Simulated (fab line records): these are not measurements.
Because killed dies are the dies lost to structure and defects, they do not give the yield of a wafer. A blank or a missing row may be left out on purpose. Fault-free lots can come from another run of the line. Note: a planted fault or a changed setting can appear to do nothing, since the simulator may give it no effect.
fab line records -- flow n5Finfet
[record] lots = 4, wafers = 12, lastDay = 16
route steps=1938 shown FIN_SAQP@143 FIN_CUT@154 BEOL_M4@1111
lots that met no fault: from a run of the same line without faults
startH: hours from the record's first day to the start of the lot's first wafer shown -- waitH: hours elapsed since this lot's preceding step -- " same as the row above -- L1.1+2: a single row standing in for several wafers -- - value missing, or start not given -- * or withheld: withheld -- < > ~ a bound
route shown NAME@n: a module of which the file shows steps, and the number in the route of the first -- usual: mean and standard deviation over wafers with no fault -- same: alike in all rows -- chamber/n: place in a boat -- sites: each site's reading -- _std_site: how widely they spread, as a standard deviation -- _edge_site: outer sites' mean less inner sites' -- radiusMm: how far each site lies from the wafer's centre -- mask NAME#n: copy n -- behind: the most recent tool/chamber to have shaped the wafer -- hold: why the lot went on hold/how many hours it stayed there/how the hold came to an end -- device: the transistor (n, p or np) that didn't switch -- end of line: the same wafers' tests at the end of the route -- a step with no rows: only its recipe -- killed: count of dies lost to structure and defects at first sort (not the wafer's yield) -- map: a wafer's dies, marking killed ones x, the rest . and places with no die _
set.NAME: setting as actually run; set.NAME@STEP: the setting as run at that earlier step -- model.NAME: the simulator's own value behind a step, which no gauge read
lots seen at some steps along the route; tables by step, rows by wafer
services: from which hour (startH, from the record's first day; less than 0 if before it) a tool's chamber was out of use, for how many hours, and why
[[steps]]
[step N5_FIN_SAQP_ETCH_34]
[recipe] chemistry = C4F6/O2, target = SiO2, targetDepthA = 450, timeS = 15, ionEnergyEv = 250, pressureMtorr = 30, sourceW = 345, biasW = 185, Ar_flow_sccm = 300, C4F6_flow_sccm = 10, O2_flow_sccm = 10, ends = cleared
[step N5_FIN_SAQP_STRIP_77]
[recipe] chemistry = N2/H2, timeS = 90, powerW = 100, tempC = 40, pressureMtorr = 100, rfFrequencyHz = 6e+07, biasPowerW = 3, n2FlowSccm = 300, h2FlowSccm = 300
[step N5_FIN_SAQP_ETCH_64]
[recipe] chemistry = CF4, target = SiO2, targetDepthA = 15, ionEnergyEv = 350, pressureMtorr = 10, icpW = 800, biasW = 400, cf4FlowSccm = 80
[step N5_FIN_SAQP_FIN_ETCH_36]
[recipe] chemistry = HBr/Cl2/O2, targetDepthA = 1200, maskMaterial = SiNx, timeS = 50.4, biasW = 102, pressureMtorr = 10, icpW = 800, HBr_flow_sccm = 150, Cl2_flow_sccm = 80, O2_flow_sccm = 12
[step N5_FIN_SAQP_PRECLEAN_38]
[recipe] chemistry = O3/DIW, timeS = 45, tempC = 22, o3Ppm = 10
[step N5_FIN_SAQP_PRECLEAN_45]
[recipe] chemistry = dHF, timeS = 10, dilution = 500:1, tempC = 25
[step N5_FIN_SAQP_SRD_39]
[recipe] dry = ipaMarangoni, timeS = 30, tempC = 23, rinseLiquid = diw
[step N5_FIN_CUT_COAT_18]
[recipe] resist = SOC, tempC = 250, timeS = 60, spinRpm = 1500, resistThkNm = 230
[step N5_FIN_CUT_COAT_19]
[recipe] resist = SiARC, tempC = 220, timeS = 60, spinRpm = 1500, resistThkNm = 20
[usual] spinSpeedRpm = 1500.0/1.1
[same] timeS = 60
lot.wafer,tool,chamber,startH,waitH,spinSpeedRpm
L803.1,lithoTrack-04,0,109.38,-,1499.4
L803.3,lithoTrack-04,0,109.38,-,1500.0
L803.5,lithoTrack-04,0,109.38,-,1498.6
L806.2,lithoTrack-04,0,124.85,-,1534.5
L806.3,lithoTrack-04,0,124.85,-,1534.0
L806.4,lithoTrack-04,0,124.85,-,1534.9
L807.1,lithoTrack-04,0,128.23,-,1534.8
L807.3,lithoTrack-04,0,128.23,-,1533.2
L807.5,lithoTrack-04,0,128.23,-,1534.4
L808.1,lithoTrack-02,0,135.85,-,1500.8
L808.3,lithoTrack-02,0,135.85,-,1500.7
L808.4,lithoTrack-02,0,135.85,-,1501.9
[step N5_FIN_CUT_COAT_29]
[recipe] resist = underlayer, tempC = 205, timeS = 60, spinRpm = 1500, resistThkNm = 10
[step N5_FIN_CUT_COAT_02]
[recipe] resist = CAR-EUV, spinRpm = 1500, resistThkNm = 30
[step N5_FIN_CUT_EBR_04]
[recipe] solvent = PGMEA, ebrWidthMm = 1.5
[step N5_FIN_CUT_SOFTBAKE_03]
[recipe] tempC = 110, timeS = 60, resist = CAR-EUV
[step N5_FIN_CUT_EXPOSE_05]
[recipe] maskId = FIN_CUT, na = 0.33, sourceShape = annular, sigmaInner = 0.35, sigmaOuter = 0.8, polarization = unpolarized, doseMj = 45.75
[step N5_FIN_CUT_PEB_06]
[recipe] pebTempC = 100, pebTimeS = 60, resist = CAR-EUV
[step N5_FIN_CUT_DEVELOP_07]
[recipe] developTimeS = 30, developer = TMAH, resist = CAR-EUV, rinseLiquid = surfactantRinse, dry = airSpin, devTempC = 23
[step N5_FIN_CUT_DESCUM_13]
[recipe] chemistry = O2, timeS = 7, sourcePowerW = 50, biasPowerW = 20, pressureMtorr = 20, rfFrequencyHz = 2.712e+07, tempC = 40, resist = CAR-EUV, o2FlowSccm = 225
[step N5_FIN_CUT_ETCH_30]
[recipe] chemistry = N2/H2, target = underlayer, targetDepthA = 130, maskMaterial = CAR-EUV, timeS = 10.4, ionEnergyEv = 200, pressureMtorr = 30, sourceW = 840, biasW = 150, n2FlowSccm = 200, h2FlowSccm = 200, ends = cleared
[step N5_FIN_CUT_ETCH_20]
[recipe] chemistry = CF4, target = SiARC, targetDepthA = 260, maskMaterial = CAR-EUV, timeS = 43.3, ionEnergyEv = 80, pressureMtorr = 40, sourceW = 545, biasW = 36, Ar_flow_sccm = 100, cf4FlowSccm = 100, ends = cleared
[usual] drypumpMotorCurrentA = 5.7/0.5, etchRfOnTimeS = 43.8/1.2, oesProductAu = 0.65/0.062, rfVppV = 184.1/1.1, showerheadPlenumPTorr = 2.15/0.058, throttleValvePct = 15.72/0.3
lot.wafer,tool,chamber,startH,waitH,drypumpMotorCurrentA,etchRfOnTimeS,oesProductAu,rfHoursCounterH,rfVppV,showerheadPlenumPTorr,throttleValvePct,model.etch.depthNm
L803.1,rieDiel-04,1,109.95,0.0,6.5,44.0,0.68,87,184.0,2.15,15.30,20.04
L803.3,rieDiel-04,3,109.95,0.0,5.3,44.3,0.61,187,186.5,2.22,15.56,20.07
L803.5,rieDiel-04,0,109.95,0.0,5.6,43.9,0.60,-,184.3,2.12,16.12,20.05
L806.2,rieDiel-02,1,125.29,0.0,5.9,41.2,0.74,52,183.5,2.09,15.23,19.81
L806.3,rieDiel-02,0,125.29,0.0,6.0,42.1,0.66,158,184.6,2.14,15.95,19.76
L806.4,rieDiel-02,2,125.29,0.0,5.7,44.4,0.58,209,183.3,2.13,15.52,19.75
L807.1,rieDiel-02,2,128.84,0.0,5.8,44.5,0.58,210,183.2,2.13,15.51,19.67
L807.3,rieDiel-02,1,128.84,0.0,5.9,40.6,0.75,53,183.7,2.09,15.24,19.65
L807.5,rieDiel-02,3,128.84,0.0,5.1,41.3,0.68,-,184.0,2.08,16.07,19.7
L808.1,rieDiel-04,0,136.40,0.0,5.6,44.0,0.59,238,183.1,2.12,16.13,20
L808.3,rieDiel-04,1,136.40,0.0,6.5,43.7,0.69,95,183.1,2.15,15.31,20.08
L808.4,rieDiel-04,3,136.40,0.0,5.3,43.7,0.62,195,184.8,2.22,15.55,20.07
[step N5_FIN_CUT_ETCH_21]
[recipe] chemistry = N2/H2, target = SOC, targetDepthA = 2190, overetchA = 438, maskMaterial = SiARC, tempC = 40, ionEnergyEv = 100, biasW = 61, timeS = 523.5, pressureMtorr = 30, sourceW = 850, n2FlowSccm = 200, h2FlowSccm = 200
[usual] drypumpMotorCurrentA = 5.7/0.5, oesProductAu = 0.70/0.061, rfVppV = 241.0/1.2, showerheadPlenumPTorr = 2.55/0.081, throttleValvePct = 17.9/0.34
[same] timeS = 523.5
lot.wafer,tool,chamber,startH,waitH,drypumpMotorCurrentA,oesProductAu,rfHoursCounterH,rfVppV,showerheadPlenumPTorr,throttleValvePct,model.SiARC_of_FIN_CUT_COAT_19.thkNm
L803.1,rieDiel-04,1,109.99,0.0,6.5,0.75,87,242.7,2.57,17.4,11.8
L803.3,rieDiel-04,3,109.99,0.0,5.3,0.67,187,242.4,2.66,17.9,12.2
L803.5,rieDiel-04,0,109.99,0.0,5.6,0.66,-,241.0,2.51,18.3,12.2
L806.2,rieDiel-02,1,125.33,0.0,5.9,0.79,52,240.6,2.47,17.4,11.4
L806.3,rieDiel-02,0,125.33,0.0,6.0,0.70,158,241.4,2.51,18.0,11.8
L806.4,rieDiel-02,2,125.33,0.0,5.8,0.64,209,239.7,2.54,17.7,12
L807.1,rieDiel-02,2,128.88,0.0,5.7,0.64,210,240.0,2.53,17.7,11.8
L807.3,rieDiel-02,1,128.88,0.0,5.9,0.78,53,238.9,2.47,17.4,11.2
L807.5,rieDiel-02,3,128.88,0.0,5.1,0.72,-,239.8,2.44,18.1,11.2
L808.1,rieDiel-04,0,136.44,0.0,5.6,0.66,238,240.2,2.51,18.4,12.2
L808.3,rieDiel-04,1,136.44,0.0,6.5,0.74,96,239.8,2.56,17.4,11.8
L808.4,rieDiel-04,3,136.44,0.0,5.3,0.66,195,240.9,2.66,17.8,12
[step N5_FIN_CUT_STRIP_23]
[recipe] chemistry = N2/H2, tempC = 40, n2FlowSccm = 200, h2FlowSccm = 200, rfFrequencyHz = 6e+07
[step N5_BEOL_M4_RC_MEAS_101]
[usual] DIBL_N = 35.4/2.1, DIBL_P = 34.8/2.6, IOFF_N = 0.15/0.037, IOFF_P = 0.19/0.037, ION_N = 677/16, ION_P = 462/9.3, SS_N = 71.4/0.75, SS_P = 72.9/0.77, VT_N = 250/3.7, VT_P = -251/3.5
lot.wafer,tool,chamber,startH,waitH,DIBL_N[mV/V],DIBL_P[mV/V],IOFF_N[nA/um],IOFF_P[nA/um],ION_N[uA/um],ION_P[uA/um],SS_N[mV/dec],SS_P[mV/dec],VT_N[mV],VT_P[mV]
L803.1,prober-01,0,252.68,0.0,33.1,30.6,0.10,0.15,659,451,71.0,72.1,258,-251
L803.3,prober-01,0,252.68,0.0,38.2,37.7,0.21,0.27,674,465,71.9,74.2,246,-246
L803.5,prober-01,0,252.68,0.0,35.0,35.3,0.15,0.22,677,465,71.0,73.6,246,-248
L807.1,prober-01,0,269.81,0.0,33.0,32.2,0.12,0.15,667,451,71.0,72.1,253,-254
L807.3,prober-01,0,269.81,0.0,36.1,35.6,0.17,0.19,693,462,71.9,72.9,252,-252
L807.5,prober-01,0,269.81,0.0,34.8,35.3,0.15,0.19,678,465,70.8,73.2,252,-252
L806.2,prober-01,0,278.99,0.2,38.0,38.3,0.19,0.24,682,472,72.1,73.5,248,-247
L806.3,prober-01,0,278.99,0.2,34.9,35.8,0.13,0.20,669,461,71.0,73.3,251,-250
L806.4,prober-01,0,278.99,0.2,38.2,35.7,0.21,0.19,662,452,73.7,72.4,251,-252
L808.1,prober-01,0,283.59,0.0,34.0,34.2,0.12,0.17,682,463,71.2,73.4,255,-253
L808.3,prober-01,0,283.59,0.0,36.5,36.7,0.16,0.20,683,460,70.8,73.9,249,-251
L808.4,prober-01,0,283.59,0.0,32.3,32.6,0.11,0.16,661,461,70.5,72.2,256,-252
[[services]]
tool,chamber,startH,hours,kind
rieDiel-02,3,87.44,2.6,repair
rieDiel-04,2,109.23,1.6,repair
lithoTrack-04,-,111.76,-,consumableReplace:filter
[[key]]
[firstSign] step = N5_FIN_CUT_COAT_19, reading = spinSpeedRpm, direction = up, sigmas = 32, usual = *, struck = *
effect none on later readings
[modelEffect] step = N5_FIN_CUT_ETCH_20, value = etch.depthNm, without = 19.95, struck = 19.72
[modelEffect] step = N5_FIN_CUT_ETCH_21, value = SiARC_of_FIN_CUT_COAT_19.thkNm, without = 11.83, struck = 11.57
metAt N5_FIN_CUT_COAT_19
struckWafers L806.2,L806.3,L806.4,L807.1,L807.3,L807.5
onsetBetween 109.38 124.85
[fault] kind = processParameterDrift, tool = lithoTrack-04, chamber = -, onsetH = 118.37, steps = N5_FIN_CUT_COAT_19, channel = spinRpm, offset = *, shape = step, endH = 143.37, actsIn = *, stated = *
